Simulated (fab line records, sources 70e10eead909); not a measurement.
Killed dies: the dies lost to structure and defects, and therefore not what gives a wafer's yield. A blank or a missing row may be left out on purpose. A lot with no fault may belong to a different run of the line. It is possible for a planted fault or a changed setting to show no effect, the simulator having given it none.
Chamber matching || flow nand harc || pecvd-02 running NHARC_A_STAIRCASE_DEP_151: 3 sister chambers
The step deposits SiO2, target thk 3800 nm. 6 wafers are shown with their chamber, then 8 later ones without.

## WAFERS WITH THEIR CHAMBER
{"wafer": "L087.1", "chamber": 0, "heater power w (W)": 693, "heater power outer w (W)": 376}
{"wafer": "L087.3", "chamber": 2, "heater power w (W)": 661, "heater power outer w (W)": 390}
{"wafer": "L090.1", "chamber": 1, "heater power w (W)": 676, "heater power outer w (W)": 435}
{"wafer": "L090.3", "chamber": 2, "heater power w (W)": 603, "heater power outer w (W)": 352}
{"wafer": "L090.5", "chamber": 1, "heater power w (W)": 571, "heater power outer w (W)": 336}
{"wafer": "L092.1", "chamber": 0, "heater power w (W)": 737, "heater power outer w (W)": 386}

## WAFERS WITH NO CHAMBER GIVEN
{"wafer": "L092.3", "heater power w (W)": 686, "heater power outer w (W)": 399}
{"wafer": "L092.4", "heater power w (W)": 656, "heater power outer w (W)": 336}
{"wafer": "L094.1", "heater power w (W)": 618, "heater power outer w (W)": 343}
{"wafer": "L094.3", "heater power w (W)": 630, "heater power outer w (W)": 367}
{"wafer": "L094.6", "heater power w (W)": 642, "heater power outer w (W)": 338}
{"wafer": "L095.3", "heater power w (W)": 789, "heater power outer w (W)": 435}
{"wafer": "L095.5", "heater power w (W)": 552, "heater power outer w (W)": 303}
{"wafer": "L095.6", "heater power w (W)": 650, "heater power outer w (W)": 332}

## CHAMBER TAKEN BY EACH
{"wafer": "L092.3", "from the rows above": "can't be placed: 0 or 2 or 1", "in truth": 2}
{"wafer": "L092.4", "from the rows above": "can't be placed: 2 or 1 or 0", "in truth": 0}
{"wafer": "L094.1", "from the rows above": "can't be placed: 2 or 1 or 0", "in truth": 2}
{"wafer": "L094.3", "from the rows above": "can't be placed: 2 or 1 or 0", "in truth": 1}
{"wafer": "L094.6", "from the rows above": "can't be placed: 2 or 1 or 0", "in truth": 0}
{"wafer": "L095.3", "from the rows above": "can't be placed: 0 or 2 or 1", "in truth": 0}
{"wafer": "L095.5", "from the rows above": "can't be placed: 2 or 1 or 0", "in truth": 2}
{"wafer": "L095.6", "from the rows above": "can't be placed: 2 or 1 or 0", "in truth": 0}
Placed correctly: 0 of 8. Not placeable from these rows: 8 (in 8, the candidates include the true chamber). Placed wrongly: 0.
How it was worked out, from the rows above alone: a wafer's distance from a chamber is the root of the sum, over the readings, of the square of ((its reading less the chamber's mean) divided by the reading's scatter). If the next closest chamber is less than 2 further off than the closest, the wafer can't be placed; otherwise it belongs to the closest. A chamber's mean is the mean of its shown wafers. The scatter is the square root of a quotient: the sum, over the shown wafers, of each reading's squared deviation from its chamber's mean, divided by wafers minus chambers.
